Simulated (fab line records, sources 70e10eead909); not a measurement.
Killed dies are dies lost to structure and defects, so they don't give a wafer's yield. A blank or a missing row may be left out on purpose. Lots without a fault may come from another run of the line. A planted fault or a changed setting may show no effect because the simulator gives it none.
Chamber matching | flow nand_harc | NHARC_A_M1_PRE_CLEAN_32 on pecvd-03: 3 sister chambers
The step time 12 s. 6 wafers are shown with their chamber, then 7 later ones without.

WAFERS WITH THEIR CHAMBER
wafer  | chamber | heater_power_w (W)
L570.6 | 0       | 723
L569.2 | 2       | 664
L569.5 | 1       | 562
L569.6 | 2       | 692
L571.1 | 1       | 597
L571.2 | 0       | 668

WAFERS WITHOUT THEIR CHAMBER
wafer  | heater_power_w (W)
L571.6 | 578
L573.2 | 610
L573.3 | 706
L573.6 | 725
L588.3 | 601
L588.5 | 617
L588.6 | 655

WHICH CHAMBER EACH WENT THROUGH
wafer  | from the rows above          | in truth
L571.6 | 1                            | 1
L573.2 | can't be placed: 1 or 2 or 0 | 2
L573.3 | can't be placed: 0 or 2      | 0
L573.6 | can't be placed: 0 or 2      | 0
L588.3 | can't be placed: 1 or 2      | 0
L588.5 | can't be placed: 1 or 2 or 0 | 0
L588.6 | can't be placed: 2 or 0 or 1 | 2
Placed correctly: 1 of 7. Can't be placed from these rows: 6 (the true chamber is among the candidates in 5). Placed wrongly: 0.
How it was worked out, from the rows above alone: a wafer's distance from a chamber is the root of the sum, over the readings, of the square of ((its reading less the chamber's mean) divided by the reading's scatter). The wafer belongs to the nearest chamber; if the next one is less than 2 further off, it can't be placed. A chamber's mean is the mean of its shown wafers. The scatter: the root of (the sum of the squares of (reading less its chamber's mean) over the shown wafers, divided by (wafers less chambers)).
